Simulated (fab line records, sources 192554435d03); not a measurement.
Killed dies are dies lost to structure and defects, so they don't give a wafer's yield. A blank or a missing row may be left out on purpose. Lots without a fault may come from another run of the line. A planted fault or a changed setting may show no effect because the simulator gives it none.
Chamber matching | flow n5_finfet | N5_BEOL_M5_CO_CAP_78 on cvd_co-02: 3 sister chambers
The step material Co, precursor CCTBA/H2, target thk 2 nm, time 102.1 s. 6 wafers are shown with their chamber, then 11 later ones without.

WAFERS WITH THEIR CHAMBER
wafer  | chamber | heater_power_w (W) | heater_power_outer_w (W)
L086.2 | 2       | 258                | 139
L085.6 | 1       | 233                | 121
L088.1 | 2       | 255                | 144
L088.3 | 0       | 204                | 111
L088.5 | 1       | 230                | 126
L090.1 | 0       | 199                | 110

WAFERS WITHOUT THEIR CHAMBER
wafer  | heater_power_w (W) | heater_power_outer_w (W)
L090.2 | 264                | 140
L090.6 | 201                | 109
L089.2 | 198                | 111
L089.3 | 266                | 138
L089.6 | 262                | 140
L092.2 | 199                | 110
L092.4 | 202                | 111
L092.6 | 261                | 137
L095.1 | 201                | 110
L095.2 | 237                | 120
L095.4 | 257                | 139

WHICH CHAMBER EACH WENT THROUGH
wafer  | from the rows above | in truth
L090.2 | 2                   | 2
L090.6 | 0                   | 0
L089.2 | 0                   | 0
L089.3 | 2                   | 2
L089.6 | 2                   | 2
L092.2 | 0                   | 0
L092.4 | 0                   | 0
L092.6 | 2                   | 2
L095.1 | 0                   | 0
L095.2 | 1                   | 1
L095.4 | 2                   | 2
Placed correctly: 11 of 11. Can't be placed from these rows: 0. Placed wrongly: 0.
How it was worked out, from the rows above alone: a wafer's distance from a chamber is the root of the sum, over the readings, of the square of ((its reading less the chamber's mean) divided by the reading's scatter). The wafer belongs to the nearest chamber; if the next one is less than 2 further off, it can't be placed. A chamber's mean is the mean of its shown wafers. The scatter: the root of (the sum of the squares of (reading less its chamber's mean) over the shown wafers, divided by (wafers less chambers)).
